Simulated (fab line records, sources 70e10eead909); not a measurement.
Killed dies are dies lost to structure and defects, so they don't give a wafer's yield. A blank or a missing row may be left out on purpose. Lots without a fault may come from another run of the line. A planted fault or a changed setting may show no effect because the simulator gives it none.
Which tool did it? | flow nand_harc | 7 lots, 21 wafers sampled, at 4 steps of a route of 1302

WHAT THE GAUGES READ, wafer by wafer
NHARC_A_M0_THK_MEAS_24: measures by xrf.
lot  | measured     | on            | thk_nm (nm)
L319 | day 23 03:55 | film_metro-02 | 115.8 115.6 116.0
L321 | day 24 08:41 | film_metro-02 | 113.1 112.2 114.4
L322 | day 24 13:27 | film_metro-02 | 401.6 391.4 399.4
L334 | day 29 15:49 | film_metro-02 | 113.1 111.4 113.7
L337 | day 30 09:07 | film_metro-02 | 114.0 112.3 113.6
L338 | day 31 05:00 | film_metro-02 | 114.4 114.3 113.8
L341 | day 32 09:51 | film_metro-02 | 113.3 112.2 114.4

WHICH TOOL RAN EACH LOT (tool, then ch and the chambers of the sampled wafers, then the start)
lot  | NHARC_A_BLC_DEGAS_30         | NHARC_A_M0_ANNEAL_30             | NHARC_A_M0_CMP_23
L319 | pvd_sputter-01, day 22 23:02 | rtp_anneal-02 ch 0, day 23 03:19 | cmp-02 ch 0,2,3, day 23 03:38
L321 | pvd_sputter-03, day 24 03:51 | rtp_anneal-02 ch 0, day 24 08:01 | cmp-04 ch 0,1,2, day 24 08:22
L322 | pvd_sputter-01, day 24 08:44 | rtp_anneal-01 ch 0, day 24 12:47 | cmp-02 ch 1,2,3, day 24 13:08
L334 | pvd_sputter-02, day 29 11:02 | rtp_anneal-02 ch 0, day 29 15:16 | cmp-04 ch 0,1,3, day 29 15:32
L337 | pvd_sputter-03, day 30 04:29 | rtp_anneal-01 ch 0, day 30 08:31 | cmp-02 ch 0,1,3, day 30 08:52
L338 | pvd_sputter-01, day 31 00:13 | rtp_anneal-02 ch 0, day 31 04:23 | cmp-01 ch 1,2,3, day 31 04:45
L341 | pvd_sputter-03, day 32 04:41 | rtp_anneal-01 ch 0, day 32 09:15 | cmp-04 ch 0,2, day 32 09:32
- NHARC_A_BLC_DEGAS_30: time 60 s.
- NHARC_A_M0_ANNEAL_30: time 90 s.
- NHARC_A_M0_CMP_23: polishes, t overpolish 20 s, target thk 113.75 nm.

THE ANSWER, worked out from the rows above alone
Rule: what is usual is taken from the lots themselves. Put in order of their means at a reading, lots are off if they are a third of the lots or fewer, leave a main group of 4 or more, and stand apart from it by a gap of 3 or more times the standard deviation of the main group's means; of several such gaps the widest counts. A main group whose means are all the same, to the digits that the tables above print for the reading, isn't used. A lot without any number at a reading at which 4 lots or more have one is off too. The other lots that the step has rows for count as sound.
Off: L322, at NHARC_A_M0_THK_MEAS_24 (thk_nm). The main group: mean 113.8 nm, standard deviation 1.
A tool fits if, at a process step before that reading, it ran every lot that is off, and no sound lot after the first of them. The gauges at NHARC_A_M0_THK_MEAS_24 are tried like those tools. None of those tried fits.

WHAT THE SIMULATOR HAD PUT IN
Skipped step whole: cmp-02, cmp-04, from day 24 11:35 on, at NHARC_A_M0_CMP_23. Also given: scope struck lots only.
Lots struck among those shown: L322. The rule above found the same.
